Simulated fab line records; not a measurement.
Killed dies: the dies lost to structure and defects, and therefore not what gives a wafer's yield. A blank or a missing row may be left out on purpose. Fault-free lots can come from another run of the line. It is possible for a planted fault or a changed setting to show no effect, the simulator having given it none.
Matching of chambers :: flow n5-finfet :: 4 sister chambers for N5_MIM_TOP_ALD_00 on ald-hk-01
The step deposits Al2O3, purge time 3 s, co reactant pulse time 3 s. 4 wafers are shown with their chamber, then 7 later ones without.

WAFERS, EACH WITH ITS CHAMBER
wafer: L085.4
chamber: 1
precursor-pulse-height-rel: 1.000

wafer: L089.1
chamber: 0
precursor-pulse-height-rel: 0.988

wafer: L093.3
chamber: 3
precursor-pulse-height-rel: 1.055

wafer: L093.4
chamber: 2
precursor-pulse-height-rel: 0.993

WAFERS WITH NO CHAMBER GIVEN
wafer: L093.6
precursor-pulse-height-rel: 0.997

wafer: L090.1
precursor-pulse-height-rel: 1.017

wafer: L090.3
precursor-pulse-height-rel: 1.004

wafer: L090.5
precursor-pulse-height-rel: 1.016

wafer: L097.1
precursor-pulse-height-rel: 0.972

wafer: L097.4
precursor-pulse-height-rel: 1.020

wafer: L097.6
precursor-pulse-height-rel: 0.986

CHAMBER TAKEN BY EACH
wafer: L093.6
from the rows above: can't be placed: 1 or 2 or 0
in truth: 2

wafer: L090.1
from the rows above: can't be placed: 1 or 2 or 0 or 3
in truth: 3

wafer: L090.3
from the rows above: can't be placed: 1 or 2 or 0
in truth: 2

wafer: L090.5
from the rows above: can't be placed: 1 or 2 or 0 or 3
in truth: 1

wafer: L097.1
from the rows above: can't be placed: 0 or 2 or 1
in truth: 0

wafer: L097.4
from the rows above: can't be placed: 1 or 2 or 0 or 3
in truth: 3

wafer: L097.6
from the rows above: can't be placed: 0 or 2 or 1
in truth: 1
0 of 7 placed correctly. Not placeable from these rows: 7 (in 7, the candidates include the true chamber). 0 placed wrongly.
How it was worked out, from the rows above alone: a wafer's distance from a chamber is the root of the sum, over the readings, of the square of ((its reading less the chamber's mean) divided by the reading's scatter). The wafer belongs to the nearest chamber; if the next one is less than 2 further off, it can't be placed. For every chamber, the mean is computed from those of its wafers that are shown. The scatter: with one shown wafer a chamber, the root of the mean of the squares of how far each hidden wafer lies from its nearest shown one.
